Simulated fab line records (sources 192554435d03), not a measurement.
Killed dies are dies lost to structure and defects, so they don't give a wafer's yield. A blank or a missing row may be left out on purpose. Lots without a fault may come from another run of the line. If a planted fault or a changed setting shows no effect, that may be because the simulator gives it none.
Matching of chambers :: flow n5-finfet :: 4 sister chambers for N5_BEOL_M2_ALD_98 on ald-sin-01
The step deposits SiO2, target thk 2.5 nm, pulse time 1 s, co reactant pulse time 1 s. 16 wafers are shown with their chamber, then 8 later ones without.

## WAFERS, EACH WITH ITS CHAMBER
wafer: L076.1
chamber: 3
heater-power-w (W): 77
precursor-pulse-height-rel: 0.965

wafer: L076.3
chamber: 0
heater-power-w (W): 76
precursor-pulse-height-rel: 0.975

wafer: L076.5
chamber: 2
heater-power-w (W): 74
precursor-pulse-height-rel: 1.002

wafer: L079.2
chamber: 0
heater-power-w (W): 77
precursor-pulse-height-rel: 1.019

wafer: L079.4
chamber: 1
heater-power-w (W): 83
precursor-pulse-height-rel: 0.995

wafer: L079.6
chamber: 1
heater-power-w (W): 83
precursor-pulse-height-rel: 0.986

wafer: L082.2
chamber: 0
heater-power-w (W): 77
precursor-pulse-height-rel: 1.022

wafer: L082.4
chamber: 3
heater-power-w (W): 77
precursor-pulse-height-rel: 0.979

wafer: L082.5
chamber: 3
heater-power-w (W): 79
precursor-pulse-height-rel: 1.002

wafer: L084.1
chamber: 1
heater-power-w (W): 84
precursor-pulse-height-rel: 0.964

wafer: L084.4
chamber: 3
heater-power-w (W): 77
precursor-pulse-height-rel: 0.982

wafer: L084.5
chamber: 0
heater-power-w (W): 76
precursor-pulse-height-rel: 1.001

wafer: L089.1
chamber: 0
heater-power-w (W): 75
precursor-pulse-height-rel: 1.022

wafer: L089.4
chamber: 2
heater-power-w (W): 74
precursor-pulse-height-rel: 0.970

wafer: L089.6
chamber: 0
heater-power-w (W): 76
precursor-pulse-height-rel: 0.993

wafer: L092.1
chamber: 1
heater-power-w (W): 82
precursor-pulse-height-rel: 0.970

SIGNATURES, as means of the wafers listed above
reading: heater-power-w
chamber 0: 76.17
chamber 1: 83.00
chamber 2: 74.00
chamber 3: 77.50
scatter within a chamber: 0.808

reading: precursor-pulse-height-rel
chamber 0: 1.00533
chamber 1: 0.97875
chamber 2: 0.98600
chamber 3: 0.98200
scatter within a chamber: 0.0175
Rule: for each reading, subtract the chamber's mean from the wafer's reading, divide by that reading's scatter and square the result; add these up over the readings and take the root, which gives the wafer's distance from the chamber. The wafer belongs to the nearest chamber; if the next one is less than 2 further off, it can't be placed. The scatter: the root of (the sum of the squares of (reading less its chamber's mean) over the shown wafers, divided by (wafers less chambers)).

## WAFERS WITH NO CHAMBER GIVEN
wafer: L092.4
heater-power-w (W): 77
precursor-pulse-height-rel: 1.026

wafer: L092.5
heater-power-w (W): 75
precursor-pulse-height-rel: 1.002

wafer: L093.1
heater-power-w (W): 77
precursor-pulse-height-rel: 1.023

wafer: L093.4
heater-power-w (W): 82
precursor-pulse-height-rel: 1.004

wafer: L093.6
heater-power-w (W): 83
precursor-pulse-height-rel: 1.004

wafer: L095.3
heater-power-w (W): 75
precursor-pulse-height-rel: 1.002

wafer: L095.5
heater-power-w (W): 82
precursor-pulse-height-rel: 1.032

wafer: L095.6
heater-power-w (W): 78
precursor-pulse-height-rel: 0.994

## THE CHAMBER EACH PASSED THROUGH
wafer: L092.4
from the rows above: can't be placed: 0 or 3
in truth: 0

wafer: L092.5
from the rows above: can't be placed: 0 or 2 or 3
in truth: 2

wafer: L093.1
from the rows above: can't be placed: 0 or 3
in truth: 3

wafer: L093.4
from the rows above: 1
in truth: 1

wafer: L093.6
from the rows above: 1
in truth: 1

wafer: L095.3
from the rows above: can't be placed: 0 or 2 or 3
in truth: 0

wafer: L095.5
from the rows above: 1
in truth: 1

wafer: L095.6
from the rows above: can't be placed: 3 or 0
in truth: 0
Placed correctly: 3 of 8. From these rows, 5 cannot be placed; in 5 the true chamber is one of the candidates. Number placed wrongly: 0.
